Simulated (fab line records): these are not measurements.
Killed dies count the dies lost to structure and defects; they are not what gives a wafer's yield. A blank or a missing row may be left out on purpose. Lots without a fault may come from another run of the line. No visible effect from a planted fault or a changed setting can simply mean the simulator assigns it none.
fab line records	flow nand_harc	part 1 of 2: steps 1 to 4 of 6
[record] lots = 22	wafers = 66	last_day = 25
route steps=1159 shown A_STAIRCASE@588
lots that met no fault: taken from a fault-free run of the same line
start_h: hours from the record's first day to the start of the lot's first wafer shown	wait_h: hours since the lot's step before	" repeats the value in the row above	L1.1+2: a single row standing in for several wafers	- no value, or no start was given	* or withheld: withheld	< > ~ a bound
route shown NAME@n: a module of which the file shows steps, and the number in the route of the first	usual: average and standard deviation across the fault-free wafers	same: alike in all rows	chamber/n: place in a boat	sites: the reading at each site	_std_site: the values' standard deviation	_edge_site: mean of outer sites minus mean of inner sites	radius_mm: how far each site lies from the wafer's centre	mask NAME#n: copy n	behind: the most recent tool/chamber to have shaped the wafer	hold: the reason the lot was held/the length of the hold in hours/how it ended	device: the n, p or np transistor that did not switch	end of line: tests run on the same wafers once the route is complete	for a step that has no rows: nothing shown but its recipe	killed: at the first sort, the dies lost to defects and structure; wafer yield is something else	map: a wafer's dies, x killed, . not, _ none there
set.NAME: the setting that was run; set.NAME@STEP: the one run at that earlier step	model.NAME: the simulator's own value behind a step, which no gauge read
a sample of lots followed through the steps of the route, with each step as a table and each wafer as a row
services: when a tool's chamber went out of use (start_h, in hours from the record's first day, below 0 if earlier), for how many hours, and the reason
[[steps]]
[step NHARC_A_STAIRCASE_ETCH_194]
[recipe] target_depth_a = 1000	time_s = 40.5	ion_energy_ev = 400	c4f8_flow_sccm = 20	o2_flow_sccm = 10	ar_flow_sccm = withheld	rf_w = 600	bias_w = 1000	chemistry = C4F8/O2
[usual] chamber_pressure_mTorr = 25.000/0.023	oes_product_au = 0.933/0.01	rf_vpp_V = 895/4.4
lot.wafer	tool	chamber	start_h	wait_h	chamber_pressure_mTorr	oes_product_au	rf_hours_counter_h	rf_vpp_V
L074.1	rie_diel-02	2	-	-	24.986	0.927	27	895
L074.6	"	0	"	"	24.964	0.918	-	889
L074.5	"	1	"	"	25.003	0.919	-	902
L075.3	rie_diel-01	0	-	-	25.042	0.927	41	902
L075.2	"	2	"	"	25.040	0.939	39	900
L075.1	"	3	"	"	24.967	0.945	40	901
L079.2	rie_diel-02	3	-	-	25.002	0.938	39	890
L079.3	"	0	"	"	24.945	0.923	39	888
L079.6	"	3	"	"	25.000	0.926	-	889
L077.2	rie_diel-01	0	-	-	25.008	0.917	48	900
L077.1	"	2	"	"	24.981	0.926	49	900
L077.6	"	1	"	"	25.009	0.938	-	893
L076.3	rie_diel-01	0	-	-	24.992	0.934	50	899
L076.1	"	2	"	"	25.027	0.958	52	899
L076.5	"	1	"	"	24.974	0.956	-	892
L078.3	rie_diel-02	0	-	-	25.008	0.937	42	890
L078.4	"	1	"	"	25.009	0.932	39	903
L078.6	"	0	"	"	25.043	0.934	-	890
L081.3	rie_diel-02	2	-	-	25.010	0.920	43	893
L081.4	"	0	"	"	24.976	0.931	45	889
L081.6	"	2	"	"	25.015	0.929	-	894
L080.2	rie_diel-01	3	-	-	24.933	0.939	58	902
L080.4	"	1	"	"	25.007	0.944	57	893
L080.3	"	2	"	"	24.999	0.934	58	900
L082.2	rie_diel-02	0	-	-	25.037	0.941	48	889
L082.1	"	1	"	"	24.998	0.929	45	902
L082.5	"	0	"	"	24.976	0.929	-	889
L083.2	rie_diel-02	1	-	-	24.986	0.935	47	901
L083.1	"	0	"	"	24.989	0.935	50	888
L083.5	"	1	"	"	24.979	0.939	-	904
L084.1	rie_diel-02	2	-	-	25.022	0.930	51	895
L084.6	"	0	"	"	25.034	0.935	-	889
L084.5	"	1	"	"	25.008	0.936	-	902
L085.2	rie_diel-06	0	-	-	25.012	0.916	29	895
L085.5	"	1	"	"	24.977	0.934	-	894
L085.6	"	2	"	"	25.018	0.932	-	896
L086.3	rie_diel-06	2	-	-	24.947	0.950	31	894
L086.1	"	0	"	"	25.025	0.925	30	895
L086.5	"	2	"	"	25.045	0.942	-	894
L091.4	rie_diel-02	3	-	-	25.014	0.949	3	888
L091.6	"	1	"	"	25.015	0.925	-	900
L091.5	"	2	"	"	24.998	0.922	-	894
L090.3	rie_diel-06	0	-	-	24.978	0.921	36	897
L090.1	"	2	"	"	25.053	0.923	37	893
L090.5	"	0	"	"	25.019	0.930	-	897
L089.3	rie_diel-02	2	-	-	24.985	0.926	4	894
L089.5	"	2	"	"	24.971	0.922	-	894
L089.6	"	3	"	"	24.987	0.932	-	888
L092.3	rie_diel-01	0	-	-	25.008	0.928	10	898
L092.4	"	1	"	"	24.981	0.950	9	892
L092.1	"	2	"	"	24.967	0.943	10	899
L093.4	rie_diel-06	2	-	-	25.020	0.950	41	894
L093.1	"	3	"	"	24.971	0.941	29	894
L093.3	"	1	"	"	25.011	0.914	38	895
L094.3	rie_diel-06	1	-	-	24.977	0.925	39	894
L094.1	"	0	"	"	25.021	0.915	42	894
L094.6	"	1	"	"	25.019	0.925	-	893
L096.2	rie_diel-01	3	-	-	24.997	0.932	20	902
L096.3	"	0	"	"	24.979	0.936	20	898
L096.1	"	1	"	"	24.979	0.958	19	893
L095.3	rie_diel-06	0	-	-	24.968	0.922	49	894
L095.5	"	2	"	"	24.977	0.934	-	894
L095.6	"	3	"	"	25.031	0.941	-	892
L097.4	rie_diel-06	3	-	-	24.986	0.951	42	893
L097.3	"	0	"	"	24.996	0.922	53	894
L097.1	"	1	"	"	25.031	0.929	50	895
[step NHARC_A_STAIRCASE_STRIP_205]
[recipe] power_w = 1500	temp_c = 250	chemistry = O2
[usual] drypump_motor_current_A = 5.8/0.44	heater_power_w = 361/23
lot.wafer	tool	chamber	start_h	wait_h	drypump_motor_current_A	heater_power_w	rf_hours_counter_h
L074.1	plasma_asher-02	1	238.34	0.1	6.3	360	36
L074.5	"	1	"	"	6.3	370	-
L074.6	"	0	"	"	5.6	377	-
L075.2	plasma_asher-01	1	240.16	0.1	6.1	343	14
L075.1	"	0	"	"	5.2	319	14
L075.3	"	0	"	"	5.2	309	-
L079.2	plasma_asher-01	1	260.25	0.1	6.2	353	21
L079.3	"	0	"	"	5.2	308	-
L079.6	"	1	"	"	6.1	350	-
L077.2	plasma_asher-02	0	260.69	0.1	5.6	384	44
L077.1	"	1	"	"	6.3	376	44
L077.6	"	0	"	"	5.6	386	-
L076.1	plasma_asher-02	0	264.38	0.1	5.6	394	45
L076.3	"	1	"	"	6.4	365	-
L076.5	"	1	"	"	6.4	377	-
L078.4	plasma_asher-02	0	270.49	0.2	5.6	384	-
L078.3	"	1	"	"	6.3	373	-
L078.6	"	1	"	"	6.4	367	-
L081.4	plasma_asher-02	0	282.80	0.2	5.6	380	-
L081.3	"	1	"	"	6.3	376	-
L081.6	"	1	"	"	6.3	378	-
L080.2	plasma_asher-02	1	286.45	0.1	6.3	370	52
L080.4	"	1	"	"	6.3	368	-
L080.3	"	0	"	"	5.6	384	-
L082.1	plasma_asher-01	1	292.10	0.1	6.2	356	2
L082.2	"	0	"	"	5.2	329	2
L082.5	"	1	"	"	6.1	351	-
L083.2	plasma_asher-02	0	298.47	0.1	5.6	387	55
L083.1	"	1	"	"	6.3	371	55
L083.5	"	1	"	"	6.3	361	-
L084.1	plasma_asher-01	0	302.78	0.1	5.2	325	6
L084.6	"	1	"	"	6.2	358	-
L084.5	"	0	"	"	5.2	315	-
L085.2	plasma_asher-02	0	332.69	0.1	5.6	385	65
L085.5	"	0	"	"	5.6	389	-
L085.6	"	1	"	"	6.3	364	-
L086.1	plasma_asher-01	0	335.94	0.4	5.2	328	14
L086.3	"	0	"	"	5.2	319	-
L086.5	"	0	"	"	5.2	319	-
L091.4	plasma_asher-01	0	344.67	0.2	5.2	329	-
L091.6	"	0	"	"	5.2	320	-
L091.5	"	1	"	"	6.1	360	-
L090.1	plasma_asher-02	1	345.74	0.1	6.4	374	70
L090.3	"	0	"	"	5.6	392	-
L090.5	"	1	"	"	6.3	368	-
L092.1	plasma_asher-02	1	349.59	0.1	6.3	367	72
L092.4	"	0	"	"	5.6	386	-
L092.3	"	1	"	"	6.3	372	-
L089.3	plasma_asher-02	1	350.91	0.2	6.3	375	-
L089.5	"	0	"	"	5.6	385	-
L089.6	"	1	"	"	6.4	377	-
L093.1	plasma_asher-01	0	354.48	0.1	5.2	326	21
L093.4	"	0	"	"	5.2	326	-
L093.3	"	1	"	"	6.2	355	-
L094.1	plasma_asher-01	1	355.67	0.3	6.2	354	22
L094.3	"	0	"	"	5.2	335	-
L094.6	"	0	"	"	5.2	328	-
L096.2	plasma_asher-02	0	369.85	0.1	5.6	373	1
L096.1	"	1	"	"	6.3	365	1
L096.3	"	1	"	"	6.3	371	-
L095.3	plasma_asher-02	0	371.04	0.2	5.6	370	-
L095.5	"	0	"	"	5.6	375	-
L095.6	"	1	"	"	6.4	368	-
L097.1	plasma_asher-02	1	381.14	0.1	6.3	373	5
L097.3	"	0	"	"	5.6	377	-
L097.4	"	1	"	"	6.3	378	-
[step NHARC_A_STAIRCASE_TRIM_224]
[recipe] time_s = 211.2	o2_flow_sccm = 500	ar_flow_sccm = 0	bias_w = 0	chemistry = O2
[usual] chamber_pressure_mTorr = 60.00/0.063	drypump_motor_current_A = 5.8/0.49	oes_product_au = 0.997/0.013	rf_vpp_V = 57.7/0.9	showerhead_plenum_p_Torr = 3.52/0.13	throttle_valve_pct = 17.036/0.0084
lot.wafer	tool	chamber	start_h	wait_h	chamber_pressure_mTorr	drypump_motor_current_A	oes_product_au	rf_hours_counter_h	rf_vpp_V	showerhead_plenum_p_Torr	throttle_valve_pct
L074.1	rie_diel-02	3	-	-	59.99	6.0	0.988	34	57.6	3.34	17.041
L074.5	"	2	"	"	60.04	5.7	0.980	-	56.7	3.47	17.038
L074.6	"	3	"	"	60.14	6.0	0.994	-	56.4	3.34	17.036
L075.3	rie_diel-01	3	-	-	59.96	6.6	1.004	41	60.0	3.69	17.032
L075.1	"	1	"	"	59.99	5.0	1.011	41	57.2	3.46	17.043
L075.2	"	2	"	"	59.98	5.2	1.002	40	58.5	3.63	17.035
L079.2	rie_diel-06	1	-	-	60.07	5.1	0.991	5	57.2	3.50	17.035
L079.3	"	2	"	"	59.89	5.9	0.995	6	56.8	3.50	17.024
L079.6	"	2	"	"	59.94	5.9	0.988	-	59.2	3.50	17.048
L077.1	rie_diel-06	0	-	-	60.01	5.7	0.989	6	58.2	3.52	17.012
L077.2	"	1	"	"	59.98	5.1	0.990	5	56.6	3.50	17.027
L077.6	"	2	"	"	59.85	5.9	0.978	-	57.2	3.50	17.027
L076.1	rie_diel-01	3	-	-	59.96	6.6	0.995	52	57.1	3.68	17.025
L076.3	"	1	"	"	60.14	5.0	1.018	52	57.8	3.46	17.040
L076.5	"	0	"	"	60.11	5.9	0.984	-	59.4	3.64	17.035
L078.4	rie_diel-01	2	-	-	60.01	5.2	0.999	53	58.4	3.62	17.048
L078.3	"	0	"	"	59.97	5.8	0.984	52	58.2	3.64	17.051
L078.6	"	1	"	"	59.93	5.0	1.011	-	57.0	3.46	17.046
L081.3	rie_diel-02	0	-	-	60.03	6.0	0.992	46	57.2	3.33	17.021
L081.4	"	1	"	"	60.06	6.1	0.976	43	57.1	3.70	17.028
L081.6	"	3	"	"	60.05	6.0	1.009	-	57.2	3.33	17.048
L080.3	rie_diel-02	2	-	-	60.02	5.7	0.992	45	56.9	3.46	17.037
L080.4	"	3	"	"	60.05	6.0	1.000	50	57.8	3.33	17.041
L080.2	"	0	"	"	59.98	6.0	0.989	47	56.1	3.33	17.040
L082.1	rie_diel-02	1	-	-	60.03	6.1	0.982	46	58.0	3.70	17.026
L082.2	"	0	"	"	60.04	6.0	0.985	49	56.8	3.33	17.039
L082.5	"	2	"	"	60.09	5.7	0.989	-	58.4	3.46	17.023
L083.2	rie_diel-06	3	-	-	59.99	6.4	0.998	8	56.6	3.47	17.019
L083.1	"	0	"	"	60.04	5.7	0.991	21	57.1	3.52	17.019
L083.5	"	1	"	"	60.07	5.1	0.975	-	58.4	3.49	17.035
L084.1	rie_diel-01	3	-	-	60.06	6.6	1.006	66	59.1	3.67	17.043
L084.5	"	2	"	"	60.08	5.2	1.000	-	57.9	3.61	17.038
L084.6	"	3	"	"	60.02	6.6	0.996	-	59.1	3.67	17.047
L085.2	rie_diel-01	0	-	-	60.03	5.8	0.999	4	58.7	3.63	17.026
L085.6	"	2	"	"	60.05	5.2	1.002	-	58.7	3.61	17.034
L085.5	"	3	"	"	59.93	6.6	0.993	-	56.7	3.67	17.038
L086.3	rie_diel-02	1	-	-	59.96	6.2	0.994	0	57.1	3.70	17.029
L086.1	"	2	"	"	60.03	5.7	0.968	0	58.4	3.45	17.038
L086.5	"	3	"	"	59.99	6.0	1.005	-	57.0	3.32	17.036
L091.4	rie_diel-01	3	-	-	60.02	6.6	0.994	10	56.8	3.66	17.044
L091.5	"	3	"	"	59.95	6.6	1.003	-	57.3	3.66	17.032
L091.6	"	0	"	"	60.07	5.8	0.994	-	59.6	3.63	17.039
L090.3	rie_diel-02	2	-	-	59.97	5.7	0.981	6	58.2	3.45	17.051
L090.1	"	1	"	"	60.04	6.1	0.983	7	58.9	3.69	17.042
L090.5	"	3	"	"	60.05	6.0	1.005	-	57.6	3.32	17.021
L092.3	rie_diel-02	1	-	-	59.88	6.1	0.983	8	59.1	3.69	17.043
L092.1	"	3	"	"	59.97	6.0	1.007	7	57.9	3.32	17.043
L092.4	"	3	"	"	60.12	6.0	0.999	-	56.9	3.32	17.036
L089.3	rie_diel-01	3	-	-	60.04	6.6	0.996	13	57.6	3.66	17.043
L089.6	"	1	"	"	60.02	5.0	1.020	-	58.0	3.44	17.037
L089.5	"	2	"	"	60.04	5.2	1.009	-	58.4	3.60	17.030
L093.1	rie_diel-02	3	-	-	59.94	6.0	1.004	9	57.2	3.32	17.034
L093.3	"	0	"	"	60.00	6.0	1.002	6	56.7	3.32	17.037
L093.4	"	1	"	"	60.04	6.1	0.997	10	56.5	3.69	17.033
L094.3	rie_diel-01	1	-	-	60.04	5.0	1.014	14	56.4	3.44	17.024
L094.1	"	2	"	"	60.04	5.2	1.012	14	58.3	3.60	17.036
L094.6	"	2	"	"	59.98	5.2	1.019	-	57.3	3.60	17.035
L096.3	rie_diel-01	3	-	-	59.93	6.6	0.997	22	58.3	3.66	17.035
L096.1	"	1	"	"	60.02	5.0	1.021	21	58.6	3.44	17.030
L096.2	"	2	"	"	59.99	5.2	1.027	20	58.0	3.60	17.023
L095.3	rie_diel-06	2	-	-	59.98	5.9	1.001	50	59.3	3.47	17.021
L095.6	"	0	"	"	60.06	5.6	0.994	-	57.6	3.50	17.035
L095.5	"	1	"	"	60.06	5.1	0.983	-	57.7	3.47	17.034
L097.1	rie_diel-02	3	-	-	59.90	6.0	0.998	17	58.0	3.32	17.037
L097.3	"	3	"	"	59.90	6.0	0.996	-	57.6	3.32	17.044
L097.4	"	0	"	"	60.06	6.0	0.998	-	57.9	3.32	17.047
[step NHARC_A_STAIRCASE_TRIM_231]
[recipe] time_s = 211.2	o2_flow_sccm = 500	ar_flow_sccm = 0	bias_w = 0	chemistry = O2
[usual] chamber_pressure_mTorr = 60.00/0.051	drypump_motor_current_A = 5.8/0.43	oes_product_au = 0.995/0.013	rf_vpp_V = 57.8/0.94	showerhead_plenum_p_Torr = 3.50/0.12	throttle_valve_pct = 17.036/0.009
lot.wafer	tool	chamber	start_h	wait_h	chamber_pressure_mTorr	drypump_motor_current_A	oes_product_au	rf_hours_counter_h	rf_vpp_V	showerhead_plenum_p_Torr	throttle_valve_pct
L074.1	rie_diel-01	2	241.49	-	60.01	5.2	1.008	40	57.9	3.63	17.033
L074.6	"	0	"	"	60.09	5.8	0.981	-	57.0	3.65	17.030
L074.5	"	1	"	"	59.97	5.0	1.013	-	58.6	3.46	17.033
L075.2	rie_diel-02	2	-	-	59.92	5.7	0.997	30	59.1	3.47	17.037
L075.3	"	3	"	"	59.94	6.0	1.003	35	56.6	3.34	17.029
L075.1	"	0	"	"	60.01	6.0	0.989	34	57.6	3.34	17.040
L077.2	rie_diel-02	0	-	-	59.94	6.0	0.980	41	56.5	3.34	17.020
L077.1	"	1	"	"	60.14	6.1	0.981	37	57.9	3.71	17.034
L077.6	"	0	"	"	60.03	5.9	0.997	-	56.6	3.34	17.032
L079.3	rie_diel-06	2	-	-	60.05	5.9	0.973	7	58.8	3.50	17.045
L079.2	"	0	"	"	60.02	5.6	0.990	6	56.9	3.52	17.026
L079.6	"	2	"	"	60.08	5.9	0.979	-	58.0	3.50	17.031
L076.1	rie_diel-02	1	-	-	59.97	6.1	0.971	38	57.1	3.71	17.037
L076.3	"	0	"	"	59.98	6.0	0.987	42	57.3	3.34	17.043
L076.5	"	2	"	"	60.03	5.7	0.980	-	58.7	3.46	17.031
L078.4	rie_diel-02	2	-	-	59.95	5.7	0.985	41	56.1	3.46	17.053
L078.3	"	0	"	"	59.95	6.0	0.986	43	58.0	3.34	17.037
L078.6	"	2	"	"	59.89	5.7	0.985	-	57.9	3.46	17.038
L081.4	rie_diel-01	1	-	-	60.08	5.0	1.017	58	58.2	3.45	17.029
L081.3	"	3	"	"	60.06	6.6	1.004	59	57.3	3.68	17.040
L081.6	"	0	"	"	59.92	5.9	0.987	-	58.9	3.64	17.056
L080.2	rie_diel-06	1	-	-	59.94	5.1	0.981	15	57.3	3.49	17.019
L080.3	"	2	"	"	59.93	5.9	0.983	17	57.0	3.49	17.048
L080.4	"	1	"	"	59.96	5.1	0.988	-	57.2	3.49	17.037
L082.1	rie_diel-02	1	-	-	60.00	6.1	0.976	46	58.0	3.70	17.042
L082.2	"	2	"	"	60.07	5.7	0.985	47	57.5	3.46	17.042
L082.5	"	0	"	"	60.04	6.0	0.998	-	56.4	3.33	17.039
L083.2	rie_diel-02	3	-	-	60.05	6.0	1.002	55	56.1	3.33	17.029
L083.1	"	0	"	"	60.10	5.9	0.986	52	55.9	3.33	17.050
L083.5	"	0	"	"	60.05	6.0	0.991	-	57.7	3.33	17.032
L084.1	rie_diel-06	1	-	-	60.00	5.1	0.991	21	58.4	3.49	17.038
L084.6	"	1	"	"	59.99	5.1	0.988	-	58.3	3.49	17.030
L084.5	"	2	"	"	60.04	5.8	0.993	-	58.3	3.49	17.036
L085.2	rie_diel-06	0	-	-	59.94	5.6	0.989	32	57.2	3.51	17.034
L085.6	"	0	"	"	59.97	5.7	0.986	-	57.2	3.51	17.032
L085.5	"	1	"	"	60.07	5.1	0.982	-	57.1	3.48	17.043
L086.1	rie_diel-02	3	-	-	60.01	6.0	1.001	1	56.7	3.32	17.037
L086.3	"	1	"	"	59.95	6.2	0.996	1	58.7	3.69	17.037
L086.5	"	2	"	"	59.99	5.7	0.977	-	56.2	3.45	17.036
L091.4	rie_diel-01	1	-	-	59.99	5.0	1.025	10	58.5	3.44	17.052
L091.6	"	1	"	"	60.01	5.0	1.017	-	57.4	3.44	17.026
L091.5	"	2	"	"	59.99	5.2	1.030	-	57.8	3.60	17.022
L090.3	rie_diel-01	3	-	-	60.02	6.6	1.006	12	58.8	3.66	17.032
L090.1	"	1	"	"	60.04	5.0	1.017	12	58.1	3.44	17.022
L090.5	"	3	"	"	60.01	6.6	0.991	-	58.1	3.66	17.032
L092.3	rie_diel-02	1	-	-	60.06	6.1	0.994	8	59.5	3.69	17.021
L092.1	"	2	"	"	60.00	5.7	0.983	8	58.5	3.45	17.049
L092.4	"	0	"	"	60.00	5.9	0.999	4	55.6	3.32	17.020
L089.3	rie_diel-02	3	-	-	59.97	6.0	0.994	9	56.5	3.32	17.038
L089.5	"	1	"	"	60.06	6.2	0.982	-	59.7	3.69	17.036
L089.6	"	2	"	"	59.98	5.7	0.987	-	57.4	3.45	17.053
L093.3	rie_diel-02	2	-	-	60.02	5.7	0.983	10	58.5	3.44	17.036
L093.4	"	3	"	"	59.93	6.0	1.008	9	56.4	3.32	17.035
L093.1	"	0	"	"	59.98	6.0	0.995	6	57.2	3.32	17.044
L094.1	rie_diel-01	3	-	-	59.95	6.6	1.013	16	59.5	3.66	17.034
L094.3	"	0	"	"	59.96	5.8	0.999	16	57.5	3.63	17.037
L094.6	"	1	"	"	60.02	5.0	1.028	-	58.9	3.44	17.031
L096.1	rie_diel-06	0	-	-	60.00	5.6	0.982	51	56.9	3.50	17.039
L096.3	"	1	"	"	59.95	5.1	0.985	48	57.4	3.47	17.036
L096.2	"	2	"	"	60.00	5.9	1.002	50	58.0	3.47	17.044
L095.3	rie_diel-06	0	-	-	59.99	5.6	0.993	52	57.4	3.50	17.028
L095.6	"	3	"	"	60.06	6.4	1.011	-	57.3	3.46	17.049
L095.5	"	0	"	"	59.99	5.6	0.982	-	56.8	3.50	17.039
L097.1	rie_diel-02	3	384.56	0.1	60.04	6.0	1.001	18	56.9	3.32	17.044
L097.4	"	3	"	"	60.01	6.0	0.996	-	57.6	3.32	17.035
L097.3	"	0	"	"	60.00	5.9	1.000	-	57.6	3.32	17.035
